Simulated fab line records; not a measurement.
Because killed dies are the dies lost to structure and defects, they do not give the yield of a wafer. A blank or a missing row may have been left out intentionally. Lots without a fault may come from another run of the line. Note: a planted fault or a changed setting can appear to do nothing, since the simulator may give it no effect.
fab line records    flow n5-finfet
record lots=4  wafers=12  last-day=17
route steps=1938 shown SD_EPI_P@306 SD_ACTIVATION@330 BEOL_M4@1111 PASSIVATION@1936
lots with no fault: from the same line, run without faults
start-h: start of the lot's first displayed wafer, in hours after the record's first day    wait-h: hours elapsed since this lot's preceding step    " same as the row above    L1.1+2: a single row standing in for several wafers    - no value, or no start was given    * or withheld: withheld    < > ~ a bound
route shown NAME@n: a module of which the file shows steps, and the number in the route of the first    usual: mean and standard deviation over wafers with no fault    same: alike in all rows    chamber/n: place in a boat    sites: readings site by site    _std_site: standard deviation across them    _edge_site: the outer-site mean with the inner-site mean subtracted    radius-mm: how far each site lies from the wafer's centre    mask NAME#n: copy n    behind: tool/chamber where the wafer was last shaped    hold: reason for holding the lot/hours on hold/outcome of the hold    device: which transistor (n, p or np) failed to switch    end of line: the same wafers' tests at the end of the route    step lacking rows: just its recipe    killed: not the wafer's yield, but the dies lost to structure and defects at the first sort    map: a wafer's dies, x killed, . not, _ none there
set.NAME: the run value of the setting; set.NAME@STEP: its run value at that earlier step    model.NAME: the simulator's own value behind a step, which no gauge read
lots at selected steps of the route; one table per step, one row per wafer
## steps
# step N5_SD_EPI_P_DESCUM_14
# recipe chemistry=O2  time-s=7.9  source-power-w=50  bias-power-w=20  pressure-mtorr=20  rf-frequency-hz=2.712e+07  temp-c=40  resist=CAR-ArF-block  o2-flow-sccm=225
# step N5_SD_EPI_P_ETCH_36
# recipe chemistry=CF4  target=SiARC  target-depth-a=455  mask-material=CAR-ArF-block  time-s=75.8  ion-energy-ev=80  pressure-mtorr=40  source-w=545  bias-w=36  Ar_flow_sccm=100  cf4-flow-sccm=100  ends=cleared
# step N5_SD_EPI_P_ETCH_37
# recipe chemistry=N2/H2  target=SOC  overetch-a=1080  mask-material=SiARC  temp-c=40  ion-energy-ev=100  source-w=3000  bias-w=133  pressure-mtorr=20  time-s=486  n2-flow-sccm=200  h2-flow-sccm=200  ends=end-point
# step N5_SD_EPI_P_STRIP_38
# recipe chemistry=N2/H2  temp-c=40  n2-flow-sccm=200  h2-flow-sccm=200  rf-frequency-hz=6e+07
# step N5_SD_EPI_P_ETCHBACK_46
# recipe chemistry=CH3F/O2  mode=anisotropic-etchback  target=SiNx  target-depth-a=175  stop-on=SiO2  over-etch-frac=0.3  ion-energy-ev=120  pressure-mtorr=30  source-w=395  bias-w=73  Ar_flow_sccm=150  CH3F_flow_sccm=30  O2_flow_sccm=20
# step N5_SD_EPI_P_ETCH_47
# recipe chemistry=CH3F/O2  target=SiOCN  target-depth-a=250  mask-material=SOC  ion-energy-ev=60  bias-w=29  pressure-mtorr=30  source-w=410  Ar_flow_sccm=150  CH3F_flow_sccm=30  O2_flow_sccm=20
# step N5_SD_EPI_P_ETCH_16
# recipe chemistry=CHF3/O2  target=SiO2  target-depth-a=50  mask-material=SOC  pressure-mtorr=30  source-w=650  bias-w=170  Ar_flow_sccm=200  CHF3_flow_sccm=50  O2_flow_sccm=5  ion-energy-ev=200
# step N5_SD_EPI_P_STRIP_50
# recipe chemistry=CHF3/O2  resist=SiARC  rf-frequency-hz=6e+07
# step N5_SD_EPI_P_SD_RECESS_17
# recipe chemistry=HBr/Cl2/O2  target-depth-a=391  bt-time-s=3  pressure-mtorr=10  icp-w=800  bias-w=112  HBr_flow_sccm=150  Cl2_flow_sccm=80  O2_flow_sccm=12
# step N5_SD_EPI_P_WET_ETCH_45
# recipe chemistry=dHF  dilution=withheld  time-s=10.7  target=SiO2  target-depth-a=20  temp-c=25  dry=ipa-marangoni  rinse-time-s=30  rinse-temp-c=23
# same time-s=10.7
lot.wafer   tool          chamber  start-h  wait-h
L811.2+5+6  wet-bench-04  2,1,7    116.54   0.1
L812.1+2+4  wet-bench-04  6,0,7    128.15   0.1
L814.1+3+5  wet-bench-04  6,7,3    139.87   0.1
L822.2+3+4  wet-bench-06  3,4,1    181.79   0.1
# step N5_SD_EPI_P_STRIP_40
# recipe chemistry=N2/H2  power-w=1000  temp-c=250  h2-frac=0.65  overash-fraction=0.3  pressure-mtorr=withheld  n2-flow-sccm=1750  h2-flow-sccm=3250
# step N5_SD_EPI_P_PRECLEAN_52
# recipe chemistry=O3/DIW  time-s=60  temp-c=22  o3-ppm=10
# step N5_SD_EPI_P_SRD_20
# recipe dry=ipa-marangoni  do-ppb=5  time-s=30  temp-c=23  rinse-liquid=diw
# step N5_SD_EPI_P_PRECLEAN_51
# recipe chemistry=NF3:NH3  afs-cycles=1  temp-c=30  time-s=20  sublimation-temp-c=180  sublimation-time-s=60  pressure-torr=3  rf-power-w=30
# step N5_SD_EPI_P_VAPOR_ETCH_44
# recipe chemistry=NF3/Ar  target=SiGe30  temp-c=25  time-s=3.3  mode=isotropic
# step N5_SD_EPI_P_EPI_21
# recipe material=SiGe:B  dopant=B  temp-c=550  pressure-torr=20  ambient=H2  time-s=355
# step N5_SD_EPI_P_HM_STRIP_48
# recipe chemistry=H3PO4  temp-c=160  material=SiNx  target=SiNx  target-depth-a=30  overetch-fraction=0.3
# step N5_SD_EPI_P_SRD_49
# recipe dry=ipa-marangoni  time-s=30  temp-c=23  rinse-liquid=diw
# step N5_SD_EPI_P_PRECLEAN_24
# recipe chemistry=O3/DIW  time-s=45  temp-c=22  o3-ppm=10
# step N5_SD_EPI_P_PRECLEAN_32
# recipe chemistry=dHF  time-s=10  dilution=500:1  temp-c=25
# step N5_SD_EPI_P_PRECLEAN_33
# recipe chemistry=SC2  time-s=45  temp-c=35  mix=1:1:50
# step N5_SD_EPI_P_SRD_25
# recipe time-s=30  temp-c=23  rinse-liquid=diw  dry=ipa-marangoni
# step N5_SD_EPI_P_INSPECT_26
# recipe inspect-instrument=darkfield  mode=post-epi
# usual raw-defect-count=179/37
lot.wafer  tool               chamber  start-h  wait-h  raw-defect-count
L811.2     defect-inspect-01  -        119.48   0.0     177
L811.5     "                  -        "        "       169
L811.6     "                  -        "        "       182
L812.1     defect-inspect-02  -        131.94   0.0     977
L812.2     "                  -        "        "       216
L812.4     "                  -        "        "       200
L814.1     defect-inspect-01  -        142.95   0.0     1071
L814.3     "                  -        "        "       230
L814.5     "                  -        "        "       225
L822.2     defect-inspect-02  -        184.72   0.0     175
L822.3     "                  -        "        "       189
L822.4     "                  -        "        "       149
# step N5_SD_ACTIVATION_RTA_00
# recipe temp-c=975  time-s=0  ambient=N2  idle-temp-c=600  ramp-up-c-per-s=150  ramp-down-c-per-s=60  cool-to-c=600
# step N5_BEOL_M4_RC_MEAS_101
# usual DIBL_N=35.4/2.1  DIBL_P=34.8/2.6  IOFF_N=0.15/0.037  IOFF_P=0.19/0.037  ION_N=677/16  ION_P=462/9.3  SS_N=71.4/0.75  SS_P=72.9/0.77  VT_N=250/3.7  VT_P=-251/3.5
lot.wafer  tool       chamber  start-h  wait-h  DIBL_N[mV/V]  DIBL_P[mV/V]  IOFF_N[nA/um]  IOFF_P[nA/um]  ION_N[uA/um]  ION_P[uA/um]  SS_N[mV/dec]  SS_P[mV/dec]  VT_N[mV]  VT_P[mV]
L811.2     prober-01  0        231.49   0.8     37.8          36.2          0.17           0.22           672           460           71.9          73.0          250       -248
L811.5     "          0        "        "       36.2          34.3          0.14           0.20           684           466           71.4          72.4          248       -249
L811.6     "          0        "        "       36.7          34.1          0.15           0.20           675           460           71.2          72.7          247       -251
L812.1     prober-02  0        251.21   0.0     35.4          34.5          0.16           0.18           686           469           71.9          72.8          250       -249
L812.2     "          0        "        "       36.9          36.9          0.18           0.22           691           473           71.5          73.6          247       -248
L812.4     "          0        "        "       37.4          35.8          0.16           0.19           667           453           72.0          72.2          250       -251
L814.1     prober-01  0        252.68   0.0     33.1          30.6          0.10           0.15           659           451           71.0          72.1          258       -251
L814.3     "          0        "        "       38.2          37.7          0.21           0.27           674           465           71.9          74.2          246       -246
L814.5     "          0        "        "       35.0          35.3          0.15           0.22           677           465           71.0          73.6          246       -248
L822.2     prober-01  0        303.96   0.4     34.6          33.3          0.14           0.18           689           466           70.8          73.1          249       -250
L822.3     "          0        "        "       34.0          33.2          0.13           0.18           675           467           71.4          72.7          251       -249
L822.4     "          0        "        "       36.0          35.2          0.17           0.20           711           477           71.4          73.9          246       -252
# step N5_PASSIVATION_PROBE_49
# usual defect-limited-yield=90.5/1.7  killed_at_M0_to_M3=37/12  killed_at_M4_up=14/5.2  killed-at-contacts=12/5.9  killed-at-front-end=45/14  killed-at-other=3.5/2.8  killed-dies=112/21  killed-on-rim=15/4.5  killed-open=73/15  killed-short=36/8.9  sort_bin_5_function=5.6/1.2  sort_bin_6_memory=3.5/0.68  sort-n-pass=1068/21  sort-yield-pct=90.5/1.8
# same gross-dies=1180  killed-at-back-side=0  sort_bin_4_leakage[%]=0  sort_bin_8_speed[%]=0
lot.wafer  tool       chamber  start-h  wait-h  defect-limited-yield[%]  killed_at_M0_to_M3  killed_at_M4_up  killed-at-contacts  killed-at-front-end  killed-at-other  killed-dies  killed-on-rim  killed-open  killed-short  sort_bin_5_function[%]  sort_bin_6_memory[%]  sort-n-pass  sort-yield-pct[%]
L812.1     prober-02  -        361.08   0.0     83.1                     19                  20               11                  148                  2                200          26             61           38            10.3                    4.0                   980          83.1
L814.1     prober-01  -        367.89   0.0     85.0                     21                  10               5                   140                  1                177          27             51           29            9.1                     3.1                   1003         85.0
L814.3     prober-01  -        367.99   0.1     92.3                     27                  23               5                   31                   5                91           11             61           27            4.7                     2.8                   1089         92.3
L814.5     prober-01  -        368.09   0.2     91.2                     32                  20               9                   43                   0                104          15             65           34            4.5                     3.2                   1076         91.2
# killed by level:class
L812.1 SD_EPI_P:unspecified=99 FIN_SAQP:geometric-particle:open=10 GATE_CUT:geometric-particle:open=9 BEOL_M4:geometric-particle:open=8 FIN_SAQP:geometric-particle:short=7 BEOL_M0_SAQP:geometric-particle:open=7 GATE_CUT:geometric-particle:short=6 MOL_CONTACT_COAG:geometric-particle:open=6
L814.1 SD_EPI_P:unspecified=93 STI_FIN_REVEAL:geometric-particle:open=11 FIN_SAQP:geometric-particle:open=8 BEOL_M3:geometric-particle:open=7 FIN_SAQP:geometric-particle:short=5 ILD0:geometric-particle:short=5 BEOL_M1:geometric-particle:open=5 MOL_CONTACT_COAG:geometric-particle:open=4
L814.3 FIN_SAQP:geometric-particle:open=10 STI_FIN_REVEAL:geometric-particle:open=9 BEOL_M1:geometric-particle:open=7 BEOL_M4:geometric-particle:open=7 BEOL_M2:geometric-particle:open=6 BEOL_M0_SAQP:geometric-particle:short=4 BEOL_M4:geometric-particle:short=4 GATE_CUT:geometric-particle:short=3
L814.5 BEOL_M1:geometric-particle:open=9 BEOL_M4:geometric-particle:open=9 MOL_CONTACT_COAG:geometric-particle:open=8 STI_FIN_REVEAL:geometric-particle:open=7 BEOL_M0_SAQP:geometric-particle:open=7 ILD0:geometric-particle:short=6 FIN_SAQP:geometric-particle:short=5 FIN_SAQP:geometric-particle:open=5
# map L812.1 (x killed, . not)
_________________........x.xx________________
______________...x..x...x.x.xxxx_____________
___________...............xxxxxxxxx__________
__________........x.....x..xxxxxxxxx_________
________......x..........xxxxxxxxxxxxx_______
_______....xx..xx......xxxxxxxxxxxxxxx.______
______.............x.....x.xxxxxxxxxxx.x_____
_____x............x.x....xxxxxxxxxxxxxx..____
____............x...xx....x..xxxxxxxx.x...___
___........x......x..........xxxx.xx..x....__
___.......x...................xx......x....__
__........x..................x........x.x..._
__...x..x....xx..........................x.._
_x........x.x............x...........x..xx...
_...................x..............x.........
_...........x.x.............x...x......x.x...
_.........x...x.........x....................
_x...........................................
_x..x........x..................x..x.........
_..x.x....x......x..x.....x.x................
_x.....x.............x............x...x..x...
__.x.x.....x.......x...........x............_
__.........x......x........x..........x....._
___......x.......x...x.....................__
___..............................xx........__
____........x...........x.............x...___
_____.x.........x........................____
______..............xxx................._____
_______...x............x...............______
________............x.............x..._______
__________..x...x.......x....x......_________
___________......x.................__________
______________..........x...x..._____________
_________________............________________
# map L814.1 (x killed, . not)
_________________.........xxx________________
______________...........xxxxxxx_____________
___________................xxxxxxxx__________
__________..............xxxxxxxxxxxx_________
________x.....x.....x..x..xxxxxxxxxxxx_______
_______x.................xxxxxxxxxxxxxx______
______x..................xxx.xxxxxxxxxx._____
_____..x.x..x..x........xx.xxxxxxxxxxx...____
____...x...x..............x..xxxxxxxx.....___
___.......x...x.x....x.......x.xx.x........__
___x...................x...................__
__..........xxx.............xxx..x....x....._
__..x...............................x......._
_...x..x......................x..............
_x...................x...x...............x...
_.....................x.x..xx................
_..xx................x.......................
_.....x...x.........x.............x..........
_.................x.............x..xx........
_....x.........x....................x........
_................x...........x........x......
__........x...x........x...................._
__.................x.....x.................._
___....................................x...__
___.....x.....................x..........x.__
____x...............x..................x..___
_____.......x...................x.x......____
______...x....x.......................x._____
_______........x.......................______
________....x........................._______
__________.......x.......x......x..._________
___________....x.......x...........__________
______________......x..........._____________
_________________............________________
## key
first-sign step=N5_SD_EPI_P_INSPECT_26  reading=raw-defect-count  direction=up  sigmas=23  usual=179  struck=1024
effect step=N5_PASSIVATION_PROBE_49  reading=killed-at-front-end  direction=up  sigmas=7  usual=45  struck=144
more-kills-born-at N5_SD_EPI_P_WET_ETCH_45@wet-bench-04=192
met-at N5_SD_EPI_P_WET_ETCH_45
struck-wafers L812.1,L814.1
fault kind=chamber-particle-source  tool=wet-bench-04  chamber=6  onset-h=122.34  steps=N5_SD_EPI_P_WET_ETCH_45  rate-per-visit-cm2=1.2767  end-h=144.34
